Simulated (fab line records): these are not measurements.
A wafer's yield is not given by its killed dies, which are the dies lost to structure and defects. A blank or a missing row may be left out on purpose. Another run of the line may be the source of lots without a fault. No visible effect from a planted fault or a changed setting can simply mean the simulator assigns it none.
Check for tools in common -- flow nand harc -- 3 lots, 7 wafers sampled

## REASON FOR OPENING
At NHARC_END_SORT_01 the reading sort_bin_2_pct is flagged on 2 of 3 lots. No-fault wafers: 1.3 %, standard deviation 0.54.
Rule: a lot gets a flag if all its wafers with a number sit over 4 standard deviations from that mean, or if no wafer of it has a number. The rest of the lots are taken to be sound.

lot,measured,on,"sort_bin_2_pct (%), wafer by wafer",flag
L668,day 21 10:39,prober-02,1.8,
L671,day 22 13:55,prober-02,97.5 97.9 97.6,FLAGGED
L670,day 22 20:52,prober-02,98.5 98.2 97.3,FLAGGED
The numbers of the flagged lots are 97.8 % on average: +96.5 % against the usual, or +99 or more standard deviations.

## LOT BY LOT: THE TOOL USED
Before the reading, the record contains 4 process steps out of a 1159-step route. Cell contents, in order: the tool; ch with the chambers the sampled wafers went through; the start.
lot,flag,NHARC_A_M1_PVD_20,NHARC_A_M1_PVD_21,NHARC_A_M1_DEP_33,NHARC_A_BONDPAD_DEP_00
L668,,"pvd sputter-01, day 19 21:53 or earlier","pvd sputter-01, day 19 21:53","pecvd-03 ch 0,1, day 19 23:53","pecvd-01 ch 0,1, day 20 00:24"
L671,FLAGGED,"pvd sputter-02, day 20 22:22 or earlier","pvd sputter-02, day 20 22:22","pecvd-02 ch 0,1,2, day 20 23:53",no row
L670,FLAGGED,"pvd sputter-02, day 20 21:26 or earlier","pvd sputter-02, day 20 21:26","pecvd-02 ch 0,2, day 20 23:37",no row
What is done by these steps:
- NHARC_A_M1_PVD_20: deposits TaN, target thk 5 nm, time 8.06 s.
- NHARC_A_M1_PVD_21: deposits Cu, target thk 30 nm, time 20.49 s.
- NHARC_A_M1_DEP_33: deposits SiCN, target thk 30 nm.
- NHARC_A_BONDPAD_DEP_00: deposits SiCN, target thk 250 nm.
- NHARC_END_SORT_01

## FLAGGED AGAINST TOTAL, ONE TOOL AT A TIME (gauges that did the reading follow at the end)
step,tool,lots run,flagged,share of the flagged lots,sound lots run after its first flagged lot
NHARC_A_M1_PVD_20,pvd sputter-01,1,0,none,-
NHARC_A_M1_PVD_20,pvd sputter-02,2,2,all,0
NHARC_A_M1_PVD_21,pvd sputter-01,1,0,none,-
NHARC_A_M1_PVD_21,pvd sputter-02,2,2,all,0
NHARC_A_M1_DEP_33,pecvd-02,2,2,all,0
NHARC_A_M1_DEP_33,pecvd-03,1,0,none,-
NHARC_A_BONDPAD_DEP_00,pecvd-01,1,0,none,-
NHARC_END_SORT_01,prober-02,3,2,all,0
Because NHARC_A_M1_PVD_20 lacks a start for some lots, the hours and order of its lots are taken from NHARC_A_M1_PVD_21.

## WHAT IS ALLOWED BY THE TABLE
4 rows of the table ran every flagged lot: pvd sputter-02 at NHARC_A_M1_PVD_20, pvd sputter-02 at NHARC_A_M1_PVD_21, pecvd-02 at NHARC_A_M1_DEP_33, prober-02 at NHARC_END_SORT_01.
- pvd sputter-02 at NHARC_A_M1_PVD_20 ran 2 lots, 2 of them flagged. In this sample it ran no sound lot ahead of its first flagged lot, so there is no way to narrow down the start.
- pvd sputter-02 at NHARC_A_M1_PVD_21 ran 2 lots, 2 of them flagged. In this sample it ran no sound lot ahead of its first flagged lot, so there is no way to narrow down the start.
- pecvd-02 at NHARC_A_M1_DEP_33 ran 2 lots, 2 of them flagged. In this sample it ran no sound lot ahead of its first flagged lot, so there is no way to narrow down the start.
- prober-02 at NHARC_END_SORT_01 ran 3 lots, 2 of them flagged. A fault beginning between L668 (day 21 10:39), its last sound lot, and L671 (day 22 13:55), its first flagged one, fits the data.
A lot count leaves these 3 tools indistinguishable: every one of them fits a fault beginning at some hour. More lots, or a look at what each step does to the wafer, might.

## WHAT THE SIMULATOR HAD PUT IN
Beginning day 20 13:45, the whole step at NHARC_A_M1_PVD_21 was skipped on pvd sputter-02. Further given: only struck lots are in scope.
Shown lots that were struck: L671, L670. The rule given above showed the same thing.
